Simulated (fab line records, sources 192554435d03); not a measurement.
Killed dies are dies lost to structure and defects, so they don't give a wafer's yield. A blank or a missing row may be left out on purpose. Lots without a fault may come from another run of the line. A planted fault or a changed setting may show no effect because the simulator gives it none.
A struck lot beside a sound one | flow n5_finfet | 41 steps out of a route of 1938
Sound: wafers L735.1, L735.3, L735.6. Struck: wafers L739.2, L739.6. (L739.4 of the same lot was not struck and is left out.) The cause comes at the end.
At each step with rows: each side's tool, then ch and its chambers, then its first start. Under that, the readings that differ: sound wafers | struck wafers | difference of the means | sigmas: that difference in standard deviations of wafers without a fault.
alike: readings whose means differ by less than 2 such deviations, and words and numbers that are the same on both sides. not compared: withheld readings, readings that some wafer has no value for, bounds like >300 that may hide the same value, and numbers for which the record gives no deviation and whose values overlap.
The two part at a step that has a row with sigmas, a row that says differs or no value, or rows on one side only. Numbers that don't overlap but have no deviation are shown without sigmas and don't part them. A reading that every wafer of one side lacks parts them only if that side has two wafers or more.

first, 9 steps without rows for these wafers: N5_BEOL_M0_SAQP_EXPOSE_11 (exposes mask M0 CORE, target cd 42 nm); N5_BEOL_M0_SAQP_PEB_12 (peb time 60 s); N5_BEOL_M0_SAQP_DEVELOP_13 (develop time 30 s); N5_BEOL_M0_SAQP_DESCUM_19 (chemistry O2, time 7.9 s); N5_BEOL_M0_SAQP_ETCH_83 (etches SiARC in CF4, target depth 39 nm, time 65 s); N5_BEOL_M0_SAQP_ETCH_84 (etches SOC in N2/H2, target depth 100 nm, overetch 20 nm, time 150 s); N5_BEOL_M0_SAQP_STRIP_80 (strips in N2/H2); N5_BEOL_M0_SAQP_HM_OPEN_112 (chemistry CHF3/O2, target SiO2, stops on a-Si, target depth 12 nm, time 13.5 s); N5_BEOL_M0_SAQP_STRIP_113 (strips in CHF3/O2).
N5_BEOL_M0_SAQP_MANDREL_ETCH_20: etches a-Si in HBr/Cl2, stops on SiNx, target depth 60 nm, bt time 10 s, time 30 s.
  sound on rie_si-05 ch 0,1,3, day 7 06:39; struck on rie_si-05 ch 2, day 8 09:09
  reading               | sound             | struck      | difference | sigmas
  oes_product_au (a.u.) | 0.766 0.784 0.807 | 0.751 0.765 | -0.028     | -2
  alike: drypump_motor_current_A, he_backside_leak_sccm, throttle_valve_pct
  not compared: rf_hours_counter_h
then, 27 steps without rows for these wafers: N5_BEOL_M0_SAQP_STRIP_86 (strips in N2/H2); N5_BEOL_M0_SAQP_STRIP_115 (strips in post etch residue remover, time 60 s); N5_BEOL_M0_SAQP_SRD_93 (time 30 s); N5_BEOL_M0_SAQP_RECESS_114 (chemistry HF/NH3, target SiO2, target depth 14.4 nm, afs cycles 3, sublimation time 60 s); N5_BEOL_M0_SAQP_SPACER1_ALD_98 (deposits SiO2, target thk 12.8 nm, pulse time 1 s, purge time 2 s); N5_BEOL_M0_SAQP_SPACER1_ETCHBACK_99 (etches SiO2 in CHF3/O2, target depth 15.4 nm, time 7.7 s); N5_BEOL_M0_SAQP_MANDREL1_REMOVE_100 (chemistry HBr/Cl2/O2, target a-Si, stops on SiNx, bt time 10 s); N5_BEOL_M0_SAQP_ETCH_101 (etches SiNx in CH3F/O2, target depth 29.9 nm, time 42.7 s); N5_BEOL_M0_SAQP_ETCH_102 (etches SiO2 in CF4, target depth 4 nm, time 4.4 s); N5_BEOL_M0_SAQP_MANDREL_ETCH_103 (etches a-Si in HBr/Cl2, stops on SiCN, target depth 45 nm, bt time 10 s, time 27 s); N5_BEOL_M0_SAQP_RECESS_104 (chemistry HF/NH3, target SiO2, target depth 18 nm, afs cycles 3, sublimation time 60 s); N5_BEOL_M0_SAQP_COAT_105 (time 60 s, resist thk 100 nm); N5_BEOL_M0_SAQP_ETCH_106 (etches SOC in N2/H2, stops on SiNx, target depth 150 nm); N5_BEOL_M0_SAQP_ETCH_107 (etches SiNx in CH3F/O2, target depth 30 nm); N5_BEOL_M0_SAQP_STRIP_108 (strips in N2/H2); N5_BEOL_M0_SAQP_RECESS_109 (chemistry HF/NH3, target SiO2, target depth 3 nm, afs cycles 1, sublimation time 60 s); N5_BEOL_M0_SAQP_SPACER2_ALD_26 (deposits SiO2, target thk 15 nm, pulse time 1 s, purge time 2 s); N5_BEOL_M0_SAQP_SPACER2_ETCHBACK_27 (etches SiO2 in CHF3/O2, target depth 22.5 nm, time 11.25 s); N5_BEOL_M0_SAQP_MANDREL2_REMOVE_110 (chemistry HBr/Cl2/O2, target a-Si, stops on SiCN, bt time 10 s); N5_BEOL_M0_SAQP_COAT_69 (time 60 s, resist thk 90 nm); N5_BEOL_M0_SAQP_COAT_72 (time 60 s, resist thk 15 nm); N5_BEOL_M0_SAQP_COAT_87 (time 60 s, resist thk 5 nm); N5_BEOL_M0_SAQP_COAT_34 (resist thk 30 nm); N5_BEOL_M0_SAQP_EBR_36; N5_BEOL_M0_SAQP_SOFTBAKE_35 (time 60 s); N5_BEOL_M0_SAQP_EXPOSE_37 (exposes mask M0 CUT1, target cd 30 nm); N5_BEOL_M0_SAQP_PEB_38 (peb time 60 s).
N5_BEOL_M0_SAQP_INSPECT_42: inspects for defects (brightfield).
  sound on defect_inspect-01, day 7 10:13; struck on defect_inspect-01, day 8 13:22
  reading          | sound       | struck    | difference | sigmas
  raw_defect_count | 250 200 222 | 1438 1437 | +1214      | +15
N5_BEOL_M0_CUTY_INSPECT_59: inspects for defects (macro).
  sound on defect_inspect-01, day 7 11:58; struck on defect_inspect-02, day 8 16:53
  reading          | sound | struck    | difference | sigmas
  raw_defect_count | 2 0 2 | >300 >300 | differs    |
-- the record jumps here: 2 days lie between the struck wafers' starts before and after (it left off in module BEOL_M0_CUTY and takes up again in module BEOL_M4, whose first step shown is number 1111 of the route) --
N5_BEOL_M4_RC_MEAS_101:
  sound on prober-01 ch 0, day 9 17:04; struck on prober-02 ch 0, day 10 22:55
  alike: DIBL_N, DIBL_P, IOFF_N, IOFF_P, ION_N, ION_P, SS_N, SS_P, VT_N, VT_P
-- the record jumps here: 4 days lie between the struck wafers' starts before and after (it left off in module BEOL_M4 and takes up again in module PASSIVATION, whose first step shown is number 1936 of the route) --
N5_PASSIVATION_PROBE_49:
  sound on prober-01, day 14 08:21; struck on prober-01, day 14 21:52
  reading                  | sound          | struck    | difference | sigmas
  defect_limited_yield (%) | 89.7 91.7 93.4 | 81.1 80.5 | -10.8      | -7
  killed_at_M0_to_M3       | 40 37 22       | 169 165   | +134       | +15
  killed_dies              | 121 98 78      | 223 230   | +128       | +8
  killed_on_rim            | 10 7 9         | 22 26     | +15        | +4
  sort_bin_5_function (%)  | 6.2 4.7 3.7    | 11.0 10.7 | +6.0       | +6
  sort_n_pass              | 1059 1082 1102 | 957 950   | -128       | -8
  sort_yield_pct (%)       | 89.7 91.7 93.4 | 81.1 80.5 | -10.8      | -7
  alike: killed_at_M4_up, killed_at_contacts, killed_at_front_end, killed_at_other, killed_open, killed_short, sort_bin_6_memory

WHERE THEY PART
First at N5_BEOL_M0_SAQP_MANDREL_ETCH_20; last, within this record, at N5_PASSIVATION_PROBE_49.

WHY: what the simulator had put in
Chamber particle source: rie_si-05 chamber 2, from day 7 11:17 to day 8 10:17, at N5_BEOL_M0_SAQP_MANDREL_ETCH_20. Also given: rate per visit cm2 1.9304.
